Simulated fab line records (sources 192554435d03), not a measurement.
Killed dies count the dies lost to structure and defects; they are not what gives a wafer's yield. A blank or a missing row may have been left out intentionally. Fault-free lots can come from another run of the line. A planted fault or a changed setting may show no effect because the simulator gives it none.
Matching of chambers	flow n5 finfet	rie diel-02 running N5_GATE_CUT_ETCH_36: 4 sister chambers
The step etches SiARC in CF4, target depth 13 nm, time 21.7 s. 4 wafers are shown with their chamber, then 8 later ones without.

WAFERS PAIRED WITH THEIR CHAMBERS
wafer	chamber	drypump motor current A (A)
L085.6	0	6.6
L089.2	2	5.3
L089.3	1	5.9
L091.1	3	5.9

WAFERS WHOSE CHAMBER IS MISSING
wafer	drypump motor current A (A)
L091.2	6.6
L091.4	5.9
L093.3	6.5
L093.5	5.9
L093.6	5.2
L095.2	5.3
L095.3	5.9
L095.4	6.5

THE CHAMBER EACH PASSED THROUGH
wafer	from the rows above	in truth
L091.2	0	0
L091.4	can't be placed: 1 or 3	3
L093.3	0	0
L093.5	can't be placed: 1 or 3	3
L093.6	2	2
L095.2	2	2
L095.3	can't be placed: 1 or 3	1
L095.4	0	0
5 of 8 placed correctly. Not placeable from these rows: 3 (in 3, the candidates include the true chamber). Placed wrongly: 0.
How it was worked out, from the rows above alone: a wafer's distance from a chamber is the root of the sum, over the readings, of the square of ((its reading less the chamber's mean) divided by the reading's scatter). The wafer belongs to the nearest chamber; if the next one is less than 2 further off, it can't be placed. The mean given for a chamber averages the wafers shown for that chamber. The scatter: root of mean squared gap, hidden wafer to nearest shown wafer, with one shown wafer a chamber.
